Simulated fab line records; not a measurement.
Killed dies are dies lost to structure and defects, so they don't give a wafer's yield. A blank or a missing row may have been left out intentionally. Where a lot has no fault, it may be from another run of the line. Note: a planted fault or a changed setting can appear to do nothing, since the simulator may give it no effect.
A struck lot beside a sound one || flow nandHarc || 12 steps out of a route of 1302
Sound: wafers L860.1, L860.2, L860.5. Struck: wafers L857.1, L857.2, L857.6. Last of all comes the cause.
Order at every step that has rows: each side's tool, ch and its chambers, its first start. Under that, the readings that differ: sound wafers || struck wafers || difference of the means || sigmas: that difference in standard deviations of wafers without a fault.
alike: words and numbers the same on both sides, and readings whose means are apart by under 2 such deviations; not compared: readings that were withheld, readings missing a value for some wafer, numbers with overlapping values and no deviation given by the record, and bounds like >300 which may hide the same value.
A row with sigmas, a row that says differs or no value, or rows on one side alone: a step with any of these is where the two part. Numbers that don't overlap but have no deviation are shown without sigmas and don't part them. A reading missing from all wafers of one side parts the sides only when that side holds two or more wafers.

first, 2 steps without rows for these wafers: NHARC_A_SOURCE_PLATE_CVD_03 (deposits poly-Si, target thk 200 nm, time 4000 s); NHARC_A_SOURCE_PLATE_ANNEAL_05 (time 1800 s).
NHARC_A_SOURCE_PLATE_THK_MEAS_06: measures by ellipsometry.
  sound on filmMetro-01 at day 15 21:04; struck on filmMetro-01 at day 15 02:01
  alike: thkNm
NHARC_A_SOURCE_PLATE_INSPECT_08:
  sound on defectInspect-02 at day 15 21:07; struck on defectInspect-02 at day 15 02:07
  alike: rawDefectCount
next comes 1 step that has no rows for these wafers: NHARC_A_ONON_D1_DEP_00 (target thickness 1000 nm).
NHARC_A_ONON_D1_THK_MEAS_02: measures by ellipsometry.
  sound on filmMetro-02 at day 15 21:42; struck on filmMetro-01 at day 15 02:41
  alike: thkNm
next comes 1 step that has no rows for these wafers: NHARC_A_ONON_D1_DEP_03 (target thickness 1000 nm).
NHARC_A_ONON_D1_THK_MEAS_05: measures by ellipsometry.
  sound on filmMetro-02 at day 15 22:16; struck on filmMetro-02 at day 15 03:16
  alike: thkNm
next comes 1 step that has no rows for these wafers: NHARC_A_ONON_D1_DEP_06 (target thickness 1000 nm).
NHARC_A_ONON_D1_THK_MEAS_08: measures by ellipsometry.
  sound on filmMetro-02 at day 15 22:50; struck on filmMetro-01 at day 15 03:50
  alike: thkNm
NHARC_A_ONON_D1_DEP_09: target thk 1000 nm.
  struck on pecvdOnon-02, day 15 03:53; sound on pecvdOnon-03 ch 0, day 15 22:53
  no value came back on the struck wafers for n2FlowSccm (sccm), n2oFlowSccm (sccm); on the sound wafers n2FlowSccm (sccm) reads 2754 2747 2749
-- the record jumps here: 18 days lie between the struck wafers' starts before and after (it left off in module A_ONON_D1 and takes up again in module END, whose first step shown is number 1302 of the route) --
NHARC_END_SORT_01:
  at this point the record logs the struck wafers (prober-01 ch 0, day 32 17:28) and has no rows for the sound ones

WHERE THEY PART
At NHARC_A_ONON_D1_DEP_09 first; at NHARC_END_SORT_01 last (within this record only).

WHY: what the simulator had put in
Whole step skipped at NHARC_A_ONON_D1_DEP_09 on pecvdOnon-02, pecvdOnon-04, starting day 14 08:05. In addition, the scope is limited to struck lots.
